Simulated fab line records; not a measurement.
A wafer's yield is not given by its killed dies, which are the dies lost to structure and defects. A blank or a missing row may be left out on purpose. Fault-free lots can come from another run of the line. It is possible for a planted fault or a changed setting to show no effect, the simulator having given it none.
Code-filled problem report in 8D (eight disciplines) form + flow n5 finfet + the parts of the form that need people (team, actions taken, sign-off) are left out

== 1. THE PROBLEM ==
killed at other at N5_PASSIVATION_PROBE_49 reads a mean of 130.5 on 6 wafers of 2 lots; wafers without a fault read 2.8 with a standard deviation of 2.4. Relative to the usual mean, that is a shift of +53 standard deviations.
Seen first at day 16 09:43 on prober-01, wafer L987.1. The record holds 14 wafers of 5 lots with a number at this step. Rule for "out", or "out of limits": more than 4 standard deviations from the usual mean. All remaining wafers that have a number are taken as sound.

== 2. WHAT IT IS, WHAT IT ISN'T ==
| question                    | is                                                              | is not                                                             |
|-----------------------------|-----------------------------------------------------------------|--------------------------------------------------------------------|
| which readings at this step | killed at other, defect limited yield, killed dies, sort n pass | killed at contacts, killed at front end                            |
| which lots                  | L985, L987                                                      | L974, L980, L991                                                   |
| which wafers of those lots  | all that have a number                                          | -                                                                  |
| read on which tools         | prober-01                                                       | prober-02                                                          |
| when                        | from day 16 09:43                                               | up to then (6 sound wafers); but 2 sound wafers of L991 came after |

== 3. THE SUSPECTS, EACH WITH WHAT RULES IT OUT ==
Counting: a tool at any process step up to the reading remains a suspect when it ran all the lots that are out and ran no sound lot after the first of those.
- rie diel-05 at N5_BEOL_M15_STRIP_37 (strips in O2): kept. It ran every lot that is out, first L987 (day 15 18:00), and no sound lot after that. N5_BEOL_M15_STRIP_37: start missing for some lots; hours and lot order therefore follow N5_BEOL_M15_SPUTTER_43.
- pvd sputter-01 at N5_BEOL_M15_SPUTTER_43 (material TaN, target thk 15 nm, time 24.19 s): kept. All lots that are out passed through it, beginning with L987 at day 15 18:00, and no sound lot followed; its final sound lot before that point was L974 at day 13 01:30.
- pvd sputter-03 at N5_PASSIVATION_PRE_CLEAN_19: kept. It ran every lot that is out, first L987 (day 16 03:48), and no sound lot after that.
- prober-01 at N5_PASSIVATION_PROBE_49: ruled out as a lasting fault. The sound lots L991 went through it after L987, its earliest lot that is out (day 16 09:43).
rie diel-05 at N5_BEOL_M15_STRIP_37, pvd sputter-01 at N5_BEOL_M15_SPUTTER_43 and pvd sputter-03 at N5_PASSIVATION_PRE_CLEAN_19 are what is left after counting.

== 4. THE CAUSE (what the simulator had put in) ==
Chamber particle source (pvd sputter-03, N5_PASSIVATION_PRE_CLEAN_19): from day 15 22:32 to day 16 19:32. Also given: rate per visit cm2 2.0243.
Of the 3 suspects that counting leaves, this tool is one.

== 5. THE CHAIN OF EFFECTS, in route order ==
One row per reading whose mean, taken over the struck wafers that have a number, lies over 3 standard deviations from the usual. Only readings whose record carries a usual standard deviation are examined. hours: median over the lots of the time between each lot's start at the first step of this table that gives one and its start at this step. sigmas: the change, counted in usual standard deviations.
| hours | step                    | reading              | usual  | on struck wafers | change | sigmas |
|-------|-------------------------|----------------------|--------|------------------|--------|--------|
| 0     | N5_PASSIVATION_PROBE_49 | defect limited yield | 91.2 % | 81.9             | -9.3   | -7.1   |
| 0     | N5_PASSIVATION_PROBE_49 | killed at other      | 2.8    | 130.5            | +127.7 | +53    |
| 0     | N5_PASSIVATION_PROBE_49 | killed dies          | 104    | 213              | +109   | +6.8   |
| 0     | N5_PASSIVATION_PROBE_49 | killed on rim        | 14     | 28               | +14    | +3.5   |
| 0     | N5_PASSIVATION_PROBE_49 | sort_bin_5_function  | 5.1 %  | 10.5             | +5.4   | +6.3   |
| 0     | N5_PASSIVATION_PROBE_49 | sort n pass          | 1076   | 967              | -109   | -6.8   |
It contains these process steps:
- N5_PASSIVATION_PROBE_49

== 6. WHAT WOULD HAVE CAUGHT IT SOONER ==
The fault began at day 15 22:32; the first out-of-limits reading in this record came at day 16 09:43, 11 hours later.
An alarm limit of 4 standard deviations would not have fired on the tool readings at N5_PASSIVATION_PRE_CLEAN_19 for which the record gives a usual standard deviation, since none of them was out on any struck wafer.
L985, from the lots that are out (2), started N5_PASSIVATION_PRE_CLEAN_19 on pvd sputter-03 later than day 16 09:43. Had the tool been put on hold then, it would have been spared.
